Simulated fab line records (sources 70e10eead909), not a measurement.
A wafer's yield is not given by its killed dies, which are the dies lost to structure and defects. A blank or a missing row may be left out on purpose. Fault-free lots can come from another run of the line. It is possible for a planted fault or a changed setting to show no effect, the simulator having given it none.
Matching of chambers + flow nand_harc + 4 sister chambers for NHARC_A_CHANNEL_FILL_D1_ETCHBACK_20 on rie_diel-11
The step etches the open film in C4F8/O2/Ar, target depth 27 nm, time 13.5 s. 15 wafers are shown with their chamber, then 7 later ones without.

## WAFERS PAIRED WITH THEIR CHAMBERS
| wafer  | chamber | rf_vpp_V (V) | oes_product_au (a.u.) |
|--------|---------|--------------|-----------------------|
| L336.2 | 3       | 972          | 0.99                  |
| L336.3 | 0       | 985          | 1.01                  |
| L336.6 | 2       | 982          | 0.99                  |
| L340.1 | 0       | 985          | 1.01                  |
| L340.3 | 1       | 978          | 0.99                  |
| L340.6 | 1       | 979          | 1.00                  |
| L343.1 | 1       | 977          | 1.00                  |
| L343.2 | 3       | 970          | 1.00                  |
| L343.3 | 2       | 983          | 0.99                  |
| L342.1 | 2       | 983          | 0.92                  |
| L342.3 | 0       | 984          | 0.93                  |
| L342.4 | 3       | 973          | 0.93                  |
| L344.3 | 2       | 982          | 0.98                  |
| L344.4 | 3       | 973          | 1.00                  |
| L344.5 | 2       | 984          | 0.99                  |

SIGNATURES, as means of the wafers listed above
| reading        | chamber 0 | chamber 1 | chamber 2 | chamber 3 | scatter within a chamber |
|----------------|-----------|-----------|-----------|-----------|--------------------------|
| rf_vpp_V       | 984.67    | 978.00    | 982.80    | 972.00    | 1.02                     |
| oes_product_au | 0.9833    | 0.9967    | 0.9740    | 0.9800    | 0.0323                   |
Rule: distance of a wafer from a chamber = root of the sum over the readings of ((wafer's reading minus chamber's mean) / reading's scatter) squared. The wafer belongs to the nearest chamber; if the next one is less than 2 further off, it can't be placed. How the scatter is found: for the shown wafers, subtract from each reading the mean of its chamber, square and add these, divide the total by (wafers less chambers), then take the root.

## WAFERS WITH NO CHAMBER GIVEN
| wafer  | rf_vpp_V (V) | oes_product_au (a.u.) |
|--------|--------------|-----------------------|
| L352.1 | 983          | 0.93                  |
| L356.1 | 982          | 0.99                  |
| L356.3 | 971          | 1.00                  |
| L356.4 | 978          | 1.00                  |
| L357.4 | 977          | 0.92                  |
| L357.5 | 972          | 0.93                  |
| L357.6 | 983          | 0.92                  |

## WHICH CHAMBER EACH ONE RAN IN
| wafer  | from the rows above     | in truth |
|--------|-------------------------|----------|
| L352.1 | can't be placed: 2 or 0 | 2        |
| L356.1 | can't be placed: 2 or 0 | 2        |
| L356.3 | 3                       | 3        |
| L356.4 | 1                       | 1        |
| L357.4 | 1                       | 1        |
| L357.5 | 3                       | 3        |
| L357.6 | can't be placed: 2 or 0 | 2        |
4 of 7 placed correctly. These rows do not allow placing 3 (true chamber among the candidates in 3). 0 placed wrongly.
